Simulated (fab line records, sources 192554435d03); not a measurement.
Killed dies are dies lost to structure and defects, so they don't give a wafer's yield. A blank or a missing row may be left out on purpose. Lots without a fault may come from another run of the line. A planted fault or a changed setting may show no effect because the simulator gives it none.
Split-lot experiment | flow n5_finfet | 7 lots, 21 wafers read, on a route of 1938 steps

THE SPLIT
At N5_HKMG_FIN_PEB_47 (peb time 60 s), the setting peb_time_s was moved away from the recipe's 60 s on 6 of the 21 wafers read, by -14.3% to +20.9%. The other wafers ran this setting at the recipe's value.

FROM THE SPLIT TO THE READING: what the file shows between them, 1 step
- N5_HKMG_FIN_DEVELOP_48: develop time 30 s

THE READING
cd_nm, in nm, at N5_HKMG_FIN_CD_MEAS_49 (target cd 202 nm). Fault-free wafers of this fab line usually give 202.0 nm, standard deviation 0.51 nm.

wafer  | tool, chamber at the split | peb_time_s as run, s | against the recipe | cd_nm, nm | against lot-mates on the recipe
L079.1 | litho_track-02, 0          | 51.9                 | -13.5%             | 197.1     | -4.8
L079.2 | litho_track-02, 0          | 60                   | recipe             | 202.4     | -
L079.3 | litho_track-02, 0          | 60                   | recipe             | 201.3     | -
L080.3 | litho_track-02, 0          | 60                   | recipe             | 202.4     | -
L080.4 | litho_track-02, 0          | 60                   | recipe             | 201.7     | -
L080.6 | litho_track-02, 0          | 51.41                | -14.3%             | 196.6     | -5.5
L081.1 | litho_track-02, 0          | 60                   | recipe             | 201.7     | -
L081.4 | litho_track-02, 0          | 60                   | recipe             | 202.3     | -
L081.6 | litho_track-02, 0          | 60                   | recipe             | 202.4     | -
L082.2 | litho_track-01, 0          | 71.89                | +19.8%             | 207.2     | +4.9
L082.3 | litho_track-01, 0          | 71.89                | +19.8%             | 208.0     | +5.7
L082.4 | litho_track-01, 0          | 60                   | recipe             | 202.3     | -
L088.3 | litho_track-02, 0          | 72.52                | +20.9%             | 208.0     | +6.4
L088.4 | litho_track-02, 0          | 72.52                | +20.9%             | 206.9     | +5.3
L088.6 | litho_track-02, 0          | 60                   | recipe             | 201.6     | -
L096.1 | litho_track-03, 0          | 60                   | recipe             | 201.3     | -
L096.5 | litho_track-03, 0          | 60                   | recipe             | 201.6     | -
L096.6 | litho_track-03, 0          | 60                   | recipe             | 201.7     | -
L097.4 | litho_track-01, 0          | 60                   | recipe             | 202.3     | -
L097.5 | litho_track-01, 0          | 60                   | recipe             | 201.3     | -
L097.6 | litho_track-01, 0          | 60                   | recipe             | 201.7     | -

THE FIT
A straight line over all 21 wafers: cd_nm changes by +0.298 nm for each +1% of peb_time_s; r = +0.98; the points scatter about the line by 0.54 nm.
The same after taking each lot's own level away (the mean of its wafers on the recipe; 21 wafers): +0.297 nm for each +1%; r = +0.99; scatter 0.51 nm.
On that fit, the largest move of peb_time_s shifts the reading by 6.2 nm.
The lots' own levels span 201.53 to 202.30 nm, that is 1.5 times the standard deviation above.
So the lot-to-lot level changes the slope little: the two slopes agree.
Check: with one of the wafers moved furthest among these (+20.9%) left out of the fit, the line predicts +5.9 nm for it against its lot-mates. It came out at +6.4 nm against them.

THE WHOLE CHAIN: every reading that the file lists as answering this split, in the file's order
step                   | what it does                                           | reading                                                                | change (the file's fit)               | r (the file's)
N5_HKMG_FIN_CD_MEAS_49 | target cd 202 nm                                       | cd_nm                                                                  | +0.306 nm for each +1% of the setting | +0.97
N5_HKMG_FIN_ETCH_54    | etches SiARC in CF4, target depth 45.5 nm, time 75.8 s | HKMG_FIN.cd_offset_nm (the simulator's own value, which no gauge read) | +0.297 nm for each +1% of the setting | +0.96

THE FILE'S OWN FIT
cd_nm changes by +0.306 nm for each +1% of peb_time_s, r = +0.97.
